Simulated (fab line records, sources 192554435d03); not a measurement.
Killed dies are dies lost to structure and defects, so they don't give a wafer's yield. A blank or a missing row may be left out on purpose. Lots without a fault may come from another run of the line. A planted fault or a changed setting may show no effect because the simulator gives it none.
fab line records | flow n5_finfet
record lots=7 wafers=39
route steps=1938 shown ZERO_LAYER@4 FIN_SAQP@96 SD_EPI_N@279 HKMG_FIN@449 MOL_CONTACT_COAG@559 BEOL_M1@751 BEOL_M4@1023
start_h: hours from the record's first day to the start of the lot's first wafer shown | wait_h: hours since the lot's step before | " the same as in the row above | L1.1+2: a row that stands for several wafers | - no value, or no start given | * or withheld: withheld | < > ~ a bound
route shown NAME@n: a module of which the file shows steps, and the number in the route of the first | usual: mean/standard deviation of fault-free wafers | same: alike in all rows | chamber/n: place in a boat | sites: the reading at each site | _std_site: their standard deviation | _edge_site: outer sites' mean less inner sites' | radius_mm: how far each site lies from the wafer's centre | mask NAME#n: copy n | behind: the tool/chamber that last shaped the wafer | hold: why the lot was held/for how many hours/how that ended | device: the transistor (n, p or np) that didn't switch | end of line: the same wafers' tests at the end of the route | a step without rows: its recipe alone | killed: dies lost to structure and defects at the first sort, not the wafer's yield | map: a wafer's dies, x killed, . not, _ none there
set.NAME: the setting as run; set.NAME@STEP: as run at that earlier step | model.NAME: the simulator's own value behind a step, which no gauge read
lots whose settings were changed on purpose; a table a step, a row a wafer
## steps
# step N5_ZERO_LAYER_PECVD_02
# recipe material=SiO2 target_thk_a=100 temp_c=400 precursor=SiH4/N2O pressure_torr=0.75 rf_w=275 time_s=6
# step N5_FIN_SAQP_HM_DEP_03
# recipe material=SiNx target_thk_a=380 temp_c=400 precursor=SiH4/NH3/N2 pressure_torr=1.5 rf_w=300 time_s=33.6
# step N5_SD_EPI_N_ETCH_16
# recipe chemistry=CHF3/O2 target=SiO2 target_depth_a=50 mask_material=SOC pressure_mtorr=30 source_w=650 bias_w=170 Ar_flow_sccm=200 CHF3_flow_sccm=50 O2_flow_sccm=5 ion_energy_ev=200
# step N5_HKMG_FIN_ALD_71
# recipe material=TiN target_thk_a=10 temp_c=400 ald_precursor_family=TiCl4 ald_co_reactant=NH3 pulse_time_s=1 purge_time_s=3 co_reactant_purge_time_s=2 co_reactant_pulse_time_s=2 ald_cycles=47 pressure_torr=3
# step N5_MOL_CONTACT_COAG_ALD_27
# recipe material=SiOC target_thk_a=170 temp_c=400 ald_precursor_family=carbosiloxane ald_co_reactant=H2-plasma pulse_time_s=1.5 time_s=2720 purge_time_s=2 co_reactant_purge_time_s=2 ald_cycles=340 pressure_torr=2
# step N5_BEOL_M1_ILD_DEP_00
# recipe material=SiOC target_thk_a=790 temp_c=350 precursor=DEMS/O2 pressure_torr=5 rf_w=500 time_s=15.3
# step N5_BEOL_M1_SPUTTER_81
# recipe material=Cu target_thk_a=45 temp_c=-20 chamber_pressure_pa=0.07 power_w=withheld time_s=8.29
# step N5_BEOL_M4_PECVD_72
# recipe material=SiO2 target_thk_a=160 temp_c=400 precursor=TEOS/O2 pressure_torr=5.5 rf_w=450 teos_flow_sccm=53.8 gas=O2 flow_sccm=3000 time_s=18
# step N5_BEOL_M4_SPUTTER_79
# step N5_BEOL_M4_RC_MEAS_101
# usual CJ_N=4.32/0.076 IOFF_N_LONG=5.73e-05/2.5e-06 IOFF_P_LONG=0.00011/8.7e-06 VT_N_LONG=273.9/1.8 VT_N_LVT=98.1/2.7
# columns lot.wafer tool chamber start_h wait_h set.time_s@ZERO_LAYER_PECVD_02 set.time_s@FIN_SAQP_HM_DEP_03 set.target_depth_a@SD_EPI_N_ETCH_16 set.ald_cycles@HKMG_FIN_ALD_71 set.time_s@MOL_CONTACT_COAG_ALD_27 set.target_thk_a@BEOL_M1_ILD_DEP_00 set.target_thk_a@BEOL_M1_SPUTTER_81 set.time_s@BEOL_M4_PECVD_72 set.time_s@BEOL_M4_SPUTTER_79 CJ_N IOFF_N_LONG[nA/um] IOFF_P_LONG[nA/um] VT_N_LONG[mV] VT_N_LVT[mV]
L074.1 prober-02 0 166.21 0.0 6 33.6 50 47 2720 790 45 18 8.29 4.28 5.4e-05 0.000112 275.8 101.9
L074.2 " 0 " " 6 33.6 50 47 2720 790 45 18 8.29 4.33 5.49e-05 0.00011 275.4 98.8
L074.5 " 0 " " 6 33.6 50 47 2720 790 45 18 8.29 4.28 5.44e-05 0.000111 277.1 99.4
L080.1 prober-02 0 202.17 0.0 6 22.73 50 47 2720 790 45 25.05 8.29 4.38 6.08e-05 0.000115 270.1 93.3
L080.2 " 0 " " 4.38 33.6 50 20 1756 790 45 25.05 8.29 4.12 4.37e-05 0.000134 284.3 110.0
L080.3 " 0 " " 4.38 22.73 50 20 2720 790 45 18 5.541 4.13 4.37e-05 0.000135 285.4 105.8
L080.4 " 0 " " 6 22.73 21.61 20 1756 790 45 25.05 5.541 4.33 4.49e-05 0.00013 285.9 107.4
L080.5 " 0 " " 6 33.6 21.61 47 2720 790 45 18 8.29 4.43 6.12e-05 0.000122 271.4 99.3
L080.6 " 0 " " 4.38 33.6 21.61 47 1756 790 45 18 5.541 4.17 5.88e-05 0.000117 271.0 96.8
L081.1 prober-01 0 202.37 0.0 6 33.6 50 47 1108 790 25.44 18 8.29 4.35 5.73e-05 0.0001 276.0 97.6
L081.2 " 0 " " 8.292 33.6 50 47 2720 790 45 18 8.29 4.62 5.93e-05 9.5e-05 275.6 98.4
L081.3 " 0 " " 8.292 33.6 50 24 1108 790 25.44 11.26 8.29 4.70 4.87e-05 0.0001 283.0 106.8
L081.4 " 0 " " 6 33.6 50 24 2720 790 45 11.26 8.29 4.43 4.67e-05 0.000109 283.4 105.3
L081.5 " 0 " " 6 33.6 50 24 2720 790 25.44 18 8.29 4.39 4.67e-05 0.00011 284.9 106.4
L081.6 " 0 " " 8.292 33.6 50 47 1108 790 45 11.26 8.29 4.62 5.98e-05 9.5e-05 275.1 96.2
L086.1 prober-02 0 240.54 0.0 6 46.96 60.4 47 1590 1032 19.47 24.06 5.266 4.35 5.6e-05 0.000112 274.0 105.6
L086.2 " 0 " " 7.055 46.96 50 47 1590 1032 45 18 8.29 4.40 5.6e-05 0.000111 274.0 100.5
L086.3 " 0 " " 6 33.6 60.4 47 2720 790 45 18 5.266 4.38 5.66e-05 0.000113 271.1 98.7
L086.4 " 0 " " 7.055 33.6 60.4 47 2720 1032 19.47 18 8.29 4.45 5.65e-05 0.00011 274.5 101.5
L086.5 " 0 " " 7.055 33.6 50 47 1590 790 45 24.06 5.266 4.51 5.66e-05 0.00011 276.2 100.7
L086.6 " 0 " " 6 46.96 50 47 2720 790 19.47 24.06 8.29 4.39 5.68e-05 0.000112 271.7 102.5
L088.1 prober-02 0 242.40 0.0 6 25.82 50 47 3436 790 45 26.43 8.29 4.43 5.9e-05 0.000121 271.6 94.7
L088.2 " 0 " " 6 25.82 50 47 2720 1104 30.41 26.43 8.29 4.41 5.99e-05 0.000126 271.6 95.9
L088.3 " 0 " " 6 33.6 50 47 2720 790 30.41 18 8.29 4.40 6e-05 0.000123 272.5 98.2
L088.4 " 0 " " 6 33.6 50 47 3436 1104 30.41 18 8.29 - - - - -
L088.5 " 0 " " 6 33.6 50 47 2720 1104 45 26.43 8.29 - - - - -
L088.6 " 0 " " 6 25.82 50 47 3436 790 45 18 8.29 4.45 6e-05 0.000126 273.6 99.6
L093.1 prober-01 0 278.18 0.0 6 33.6 50 47 4144 790 45 26.83 13.06 4.35 5.54e-05 9.8e-05 274.5 96.2
L093.2 " 0 " " 6 33.6 50 47 2720 1226 45 26.83 13.06 - - - - -
L093.3 " 0 " " 6 33.6 50 66 2720 790 45 18 8.29 4.35 5.82e-05 9.6e-05 268.3 95.1
L093.4 " 0 " " 6 33.6 41.96 66 4144 790 45 18 13.06 4.32 5.83e-05 9.8e-05 273.1 96.0
L093.5 " 0 " " 6 33.6 41.96 47 4144 1226 45 18 8.29 - - - - -
L093.6 " 0 " " 6 33.6 41.96 66 2720 1226 45 26.83 8.29 - - - - -
L096.1 prober-01 0 294.06 0.0 6 18.82 50 23 2720 790 45 18 8.29 4.40 4.1e-05 0.000112 288.3 109.9
L096.2 " 0 " " 7.262 33.6 50 23 3461 790 64.55 18 8.29 4.42 4.17e-05 0.000108 288.0 112.8
L096.3 " 0 " " 7.262 33.6 34.57 23 3461 342.7 64.55 22.56 8.29 - - - - -
L096.4 " 0 " " 6 33.6 34.57 47 2720 790 64.55 22.56 8.29 4.34 5.18e-05 9.8e-05 278.4 105.9
L096.5 " 0 " " 6 18.82 50 47 3461 342.7 45 18 8.29 - - - - -
L096.6 " 0 " " 7.262 18.82 34.57 47 2720 342.7 45 22.56 8.29 - - - - -
## key
split step=N5_ZERO_LAYER_PECVD_02 setting=time_s stated_as=6
response step=N5_BEOL_M4_RC_MEAS_101 reading=CJ_N slope=+0.00683 per=1% together_with=all explained=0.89
split step=N5_FIN_SAQP_HM_DEP_03 setting=time_s stated_as=33.6
response none clear
split step=N5_SD_EPI_N_ETCH_16 setting=target_depth_a stated_as=50
response none clear
split step=N5_HKMG_FIN_ALD_71 setting=ald_cycles stated_as=47
response step=N5_BEOL_M4_RC_MEAS_101 reading=IOFF_N_LONG slope=+2.29e-07 per=1% together_with=all explained=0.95
response step=N5_BEOL_M4_RC_MEAS_101 reading=VT_N_LONG slope=-0.204 per=1% together_with=all explained=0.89
response step=N5_BEOL_M4_RC_MEAS_101 reading=VT_N_LVT slope=-0.171 per=1% together_with=all explained=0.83
response step=N5_BEOL_M4_RC_MEAS_101 reading=IOFF_P_LONG slope=-1.96e-07 per=1% together_with=all explained=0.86
split step=N5_MOL_CONTACT_COAG_ALD_27 setting=time_s stated_as=2720
response none clear
split step=N5_BEOL_M1_ILD_DEP_00 setting=target_thk_a stated_as=790
response none clear
split step=N5_BEOL_M1_SPUTTER_81 setting=target_thk_a stated_as=45
response none clear
split step=N5_BEOL_M4_PECVD_72 setting=time_s stated_as=18
response none clear
split step=N5_BEOL_M4_SPUTTER_79 setting=time_s stated_as=8.29
response none clear
